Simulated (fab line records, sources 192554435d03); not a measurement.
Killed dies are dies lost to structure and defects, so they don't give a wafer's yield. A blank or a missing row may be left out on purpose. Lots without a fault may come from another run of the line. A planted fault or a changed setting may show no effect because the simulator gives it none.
Problem report in the 8D (eight disciplines) form, filled by code | flow n5_finfet | the parts of the form that need people (team, actions taken, sign-off) are left out

1. THE PROBLEM
cd_nm at N5_PASSIVATION_CD_MEAS_30 reads a mean of 4020.6 nm on 6 wafers of 2 lots; wafers without a fault read 3999.3 nm with a standard deviation of 2.4. That is +8.9 standard deviations from the usual mean.
The step: target cd 4000 nm.
First seen on wafer L649.1, day 20 07:49, on cd_sem-01. The record holds 30 wafers of 10 lots with a number at this step. Rule for "out", or "out of limits": more than 4 standard deviations from the usual mean. The other wafers with a number count as sound.

2. WHAT IT IS AND WHAT IT IS NOT
question                    | is                     | is not
which readings at this step | cd_nm                  | -
which lots                  | L649, L652             | L631, L633, L634, L635, L639, L640, L644, L651
which wafers of those lots  | all that have a number | -
read on which gauges        | cd_sem-01, cd_sem-02   | -
when                        | from day 20 07:49      | up to then (24 sound wafers)

3. SUSPECTS, AND WHAT RULES EACH OUT
Counting: a tool at a process step up to the reading stays a suspect if it ran every lot that is out and no sound lot after the first of them.
- the gauge at N5_PASSIVATION_CD_MEAS_30: ruled out. The wafers that are out were read on 2 gauges (cd_sem-01, cd_sem-02).
- rie_diel-02 at N5_PASSIVATION_DESCUM_12 (chemistry O2, time 7.9 s): kept. It ran every lot that is out, first L649 (day 20 05:47), and no sound lot after that; its last sound lot up to then is L644 (day 18 17:04).
- pvd_sputter-02 at N5_PASSIVATION_DEGAS_18 (time 60 s): kept. It ran every lot that is out, first L649 (day 20 07:10), and no sound lot after that.
- krf_scanner-01 at N5_PASSIVATION_EXPOSE_27 (exposes mask PAD, defocus 0 nm): kept. It ran every lot that is out, first L649 (day 20 07:38), and no sound lot after that; its last sound lot up to then is L651 (day 19 18:53). Its own readings are out on those wafers: exposure_dose_mJ_cm2.
Left after counting: rie_diel-02 at N5_PASSIVATION_DESCUM_12, pvd_sputter-02 at N5_PASSIVATION_DEGAS_18, krf_scanner-01 at N5_PASSIVATION_EXPOSE_27.

4. THE CAUSE (what the simulator had put in)
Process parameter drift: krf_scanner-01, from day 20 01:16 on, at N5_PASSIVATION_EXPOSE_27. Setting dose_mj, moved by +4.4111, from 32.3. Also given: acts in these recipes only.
Counting left 3 suspects, and this tool is among them.

5. THE CHAIN OF EFFECTS, in route order
Each row: a reading whose mean over the struck wafers that have a number lies more than 3 standard deviations from the usual. Only readings for which the record gives a usual standard deviation are gone through. hours: the time from each lot's start at the first step in this table that gives one to its start at this step, as a median over the lots. sigmas: the change in usual standard deviations.
hours | step                      | reading              | usual     | on struck wafers | change | sigmas
0     | N5_PASSIVATION_EXPOSE_27  | exposure_dose_mJ_cm2 | 32.30     | 36.74            | +4.44  | +99 or more
0     | N5_PASSIVATION_CD_MEAS_30 | cd_nm                | 3999.3 nm | 4020.6           | +21.3  | +8.9
The process steps in it:
- N5_PASSIVATION_EXPOSE_27: exposes mask PAD, defocus 0 nm.
Later measuring or inspecting steps at which every struck wafer that the step has a row for has a number for every such reading, and none has moved that far: N5_PASSIVATION_INSPECT_64.

6. WHAT WOULD HAVE CAUGHT IT SOONER
In this record the first reading out of limits at a measuring or inspecting step was taken at day 20 07:49, 7 hours after the fault began at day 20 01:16.
The tool's own readings at N5_PASSIVATION_EXPOSE_27 were out on every struck wafer that the step has a row for (exposure_dose_mJ_cm2): an alarm limit on them would have fired on the first of those.
Of the lots that are out (2), L652 began N5_PASSIVATION_EXPOSE_27 on krf_scanner-01 after day 20 07:49. A hold on the tool at that time would have spared it.
